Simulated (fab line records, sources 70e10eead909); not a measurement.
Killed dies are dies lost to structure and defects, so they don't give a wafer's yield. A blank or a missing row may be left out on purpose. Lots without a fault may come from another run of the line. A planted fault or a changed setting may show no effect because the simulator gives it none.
Chamber matching | flow nand_harc | NHARC_A_STAIRCASE_ETCH_253 on rie_diel-02: 4 sister chambers
The step etches the open film in C4F8/O2, target depth 50 nm, time 20.2 s. 16 wafers are shown with their chamber, then 8 later ones without.

WAFERS WITH THEIR CHAMBER
wafer  | chamber | rf_vpp_V (V) | oes_product_au (a.u.) | bias_w (W)
L076.1 | 3       | 892          | 0.953                 | 996.1
L076.4 | 2       | 898          | 0.944                 | 993.7
L076.5 | 3       | 893          | 0.954                 | 997.2
L075.2 | 0       | 901          | 0.966                 | 999.7
L075.3 | 2       | 898          | 0.980                 | 998.0
L075.6 | 0       | 900          | 0.965                 | 1001.8
L078.1 | 2       | 898          | 0.942                 | 999.4
L078.4 | 2       | 897          | 0.941                 | 999.3
L078.5 | 1       | 903          | 0.929                 | 995.4
L079.1 | 1       | 905          | 0.933                 | 995.9
L079.2 | 3       | 892          | 0.952                 | 1003.5
L079.3 | 2       | 897          | 0.965                 | 997.6
L080.2 | 1       | 903          | 0.938                 | 1001.8
L080.5 | 1       | 902          | 0.945                 | 1000.9
L080.6 | 2       | 898          | 0.983                 | 997.4
L088.2 | 3       | 892          | 0.932                 | 1002.3

SIGNATURES (means of the wafers above)
reading        | chamber 0 | chamber 1 | chamber 2 | chamber 3 | scatter within a chamber
rf_vpp_V       | 900.50    | 903.25    | 897.67    | 892.25    | 0.782
oes_product_au | 0.96550   | 0.93625   | 0.95917   | 0.94775   | 0.014
bias_w         | 1000.750  | 998.500   | 997.567   | 999.775   | 2.85
Rule: a wafer's distance from a chamber is the root of the sum, over the readings, of the square of ((its reading less the chamber's mean) divided by the reading's scatter). The wafer belongs to the nearest chamber; if the next one is less than 2 further off, it can't be placed. The scatter: the root of (the sum of the squares of (reading less its chamber's mean) over the shown wafers, divided by (wafers less chambers)).

WAFERS WITHOUT THEIR CHAMBER
wafer  | rf_vpp_V (V) | oes_product_au (a.u.) | bias_w (W)
L088.4 | 904          | 0.908                 | 999.5
L088.5 | 890          | 0.921                 | 1003.1
L094.1 | 896          | 0.947                 | 999.9
L094.2 | 904          | 0.932                 | 1002.4
L094.6 | 899          | 0.945                 | 999.9
L096.1 | 896          | 0.984                 | 1001.6
L096.3 | 891          | 0.981                 | 997.0
L096.6 | 896          | 0.976                 | 998.9

WHICH CHAMBER EACH WENT THROUGH
wafer  | from the rows above     | in truth
L088.4 | 1                       | 1
L088.5 | 3                       | 3
L094.1 | 2                       | 2
L094.2 | 1                       | 1
L094.6 | can't be placed: 2 or 0 | 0
L096.1 | 2                       | 2
L096.3 | 3                       | 3
L096.6 | 2                       | 2
Placed correctly: 7 of 8. Can't be placed from these rows: 1 (the true chamber is among the candidates in 1). Placed wrongly: 0.
